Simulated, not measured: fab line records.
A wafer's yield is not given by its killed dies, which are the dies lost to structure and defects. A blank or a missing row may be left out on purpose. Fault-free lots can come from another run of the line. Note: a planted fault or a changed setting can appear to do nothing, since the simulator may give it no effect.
Chamber matching || flow nand-harc || NHARC_P_GATE_STRIP_101 on rie-diel-03 has 4 sister chambers
The step strips in O2, time 20 s. 20 wafers are shown with their chamber, then 10 later ones without.

WAFERS WITH THEIR CHAMBER
{"wafer": "L077.1", "chamber": 3, "showerhead-plenum-p-Torr (Torr)": 3.30, "drypump-motor-current-A (A)": 5.3, "oes-product-au (a.u.)": 1.006}
{"wafer": "L077.3", "chamber": 0, "showerhead-plenum-p-Torr (Torr)": 3.56, "drypump-motor-current-A (A)": 5.5, "oes-product-au (a.u.)": 0.992}
{"wafer": "L077.6", "chamber": 0, "showerhead-plenum-p-Torr (Torr)": 3.56, "drypump-motor-current-A (A)": 5.5, "oes-product-au (a.u.)": 0.989}
{"wafer": "L076.1", "chamber": 3, "showerhead-plenum-p-Torr (Torr)": 3.29, "drypump-motor-current-A (A)": 5.3, "oes-product-au (a.u.)": 1.005}
{"wafer": "L076.4", "chamber": 2, "showerhead-plenum-p-Torr (Torr)": 3.75, "drypump-motor-current-A (A)": 5.8, "oes-product-au (a.u.)": 1.005}
{"wafer": "L076.6", "chamber": 1, "showerhead-plenum-p-Torr (Torr)": 3.33, "drypump-motor-current-A (A)": 6.4, "oes-product-au (a.u.)": 0.997}
{"wafer": "L078.1", "chamber": 2, "showerhead-plenum-p-Torr (Torr)": 3.75, "drypump-motor-current-A (A)": 5.7, "oes-product-au (a.u.)": 0.998}
{"wafer": "L078.3", "chamber": 0, "showerhead-plenum-p-Torr (Torr)": 3.56, "drypump-motor-current-A (A)": 5.6, "oes-product-au (a.u.)": 0.988}
{"wafer": "L078.6", "chamber": 2, "showerhead-plenum-p-Torr (Torr)": 3.75, "drypump-motor-current-A (A)": 5.7, "oes-product-au (a.u.)": 0.997}
{"wafer": "L082.1", "chamber": 0, "showerhead-plenum-p-Torr (Torr)": 3.56, "drypump-motor-current-A (A)": 5.5, "oes-product-au (a.u.)": 1.003}
{"wafer": "L082.3", "chamber": 1, "showerhead-plenum-p-Torr (Torr)": 3.33, "drypump-motor-current-A (A)": 6.4, "oes-product-au (a.u.)": 1.007}
{"wafer": "L082.5", "chamber": 2, "showerhead-plenum-p-Torr (Torr)": 3.75, "drypump-motor-current-A (A)": 5.8, "oes-product-au (a.u.)": 1.009}
{"wafer": "L081.2", "chamber": 1, "showerhead-plenum-p-Torr (Torr)": 3.33, "drypump-motor-current-A (A)": 6.4, "oes-product-au (a.u.)": 0.991}
{"wafer": "L081.3", "chamber": 0, "showerhead-plenum-p-Torr (Torr)": 3.56, "drypump-motor-current-A (A)": 5.5, "oes-product-au (a.u.)": 0.994}
{"wafer": "L081.4", "chamber": 3, "showerhead-plenum-p-Torr (Torr)": 3.29, "drypump-motor-current-A (A)": 5.3, "oes-product-au (a.u.)": 1.013}
{"wafer": "L083.1", "chamber": 3, "showerhead-plenum-p-Torr (Torr)": 3.29, "drypump-motor-current-A (A)": 5.3, "oes-product-au (a.u.)": 1.008}
{"wafer": "L083.2", "chamber": 2, "showerhead-plenum-p-Torr (Torr)": 3.75, "drypump-motor-current-A (A)": 5.7, "oes-product-au (a.u.)": 1.014}
{"wafer": "L083.3", "chamber": 1, "showerhead-plenum-p-Torr (Torr)": 3.33, "drypump-motor-current-A (A)": 6.4, "oes-product-au (a.u.)": 0.994}
{"wafer": "L083.4", "chamber": 0, "showerhead-plenum-p-Torr (Torr)": 3.55, "drypump-motor-current-A (A)": 5.5, "oes-product-au (a.u.)": 1.005}
{"wafer": "L083.5", "chamber": 0, "showerhead-plenum-p-Torr (Torr)": 3.55, "drypump-motor-current-A (A)": 5.5, "oes-product-au (a.u.)": 0.995}

SIGNATURES (averages over the wafers above)
{"reading": "showerhead-plenum-p-Torr", "chamber 0": 3.5571, "chamber 1": 3.3300, "chamber 2": 3.7500, "chamber 3": 3.2925, "scatter within a chamber": 0.00369}
{"reading": "drypump-motor-current-A", "chamber 0": 5.514, "chamber 1": 6.400, "chamber 2": 5.740, "chamber 3": 5.300, "scatter within a chamber": 0.0359}
{"reading": "oes-product-au", "chamber 0": 0.99514, "chamber 1": 0.99725, "chamber 2": 1.00460, "chamber 3": 1.00800, "scatter within a chamber": 0.00638}
Rule: distance of a wafer from a chamber = root of the sum over the readings of ((wafer's reading minus chamber's mean) / reading's scatter) squared. The wafer belongs to the nearest chamber; if the next one is less than 2 further off, it can't be placed. The scatter: take each reading less its chamber's mean, square it, sum over the shown wafers, divide by the number of wafers less the number of chambers, and take the root.

WAFERS WITHOUT THEIR CHAMBER
{"wafer": "L083.6", "showerhead-plenum-p-Torr (Torr)": 3.33, "drypump-motor-current-A (A)": 6.4, "oes-product-au (a.u.)": 1.006}
{"wafer": "L084.2", "showerhead-plenum-p-Torr (Torr)": 3.75, "drypump-motor-current-A (A)": 5.8, "oes-product-au (a.u.)": 1.000}
{"wafer": "L084.3", "showerhead-plenum-p-Torr (Torr)": 3.32, "drypump-motor-current-A (A)": 6.4, "oes-product-au (a.u.)": 0.994}
{"wafer": "L084.4", "showerhead-plenum-p-Torr (Torr)": 3.29, "drypump-motor-current-A (A)": 5.3, "oes-product-au (a.u.)": 1.000}
{"wafer": "L085.1", "showerhead-plenum-p-Torr (Torr)": 3.55, "drypump-motor-current-A (A)": 5.5, "oes-product-au (a.u.)": 0.984}
{"wafer": "L085.3", "showerhead-plenum-p-Torr (Torr)": 3.29, "drypump-motor-current-A (A)": 5.3, "oes-product-au (a.u.)": 1.006}
{"wafer": "L085.4", "showerhead-plenum-p-Torr (Torr)": 3.32, "drypump-motor-current-A (A)": 6.4, "oes-product-au (a.u.)": 0.998}
{"wafer": "L090.2", "showerhead-plenum-p-Torr (Torr)": 3.74, "drypump-motor-current-A (A)": 5.7, "oes-product-au (a.u.)": 1.004}
{"wafer": "L090.5", "showerhead-plenum-p-Torr (Torr)": 3.55, "drypump-motor-current-A (A)": 5.5, "oes-product-au (a.u.)": 0.988}
{"wafer": "L090.6", "showerhead-plenum-p-Torr (Torr)": 3.32, "drypump-motor-current-A (A)": 6.4, "oes-product-au (a.u.)": 0.999}

THE CHAMBER EACH PASSED THROUGH
{"wafer": "L083.6", "from the rows above": 1, "in truth": 1}
{"wafer": "L084.2", "from the rows above": 2, "in truth": 2}
{"wafer": "L084.3", "from the rows above": 1, "in truth": 1}
{"wafer": "L084.4", "from the rows above": 3, "in truth": 3}
{"wafer": "L085.1", "from the rows above": 0, "in truth": 0}
{"wafer": "L085.3", "from the rows above": 3, "in truth": 3}
{"wafer": "L085.4", "from the rows above": 1, "in truth": 1}
{"wafer": "L090.2", "from the rows above": 2, "in truth": 2}
{"wafer": "L090.5", "from the rows above": 0, "in truth": 0}
{"wafer": "L090.6", "from the rows above": 1, "in truth": 1}
Correctly placed: 10 of 10. Can't be placed from these rows: 0. 0 placed wrongly.
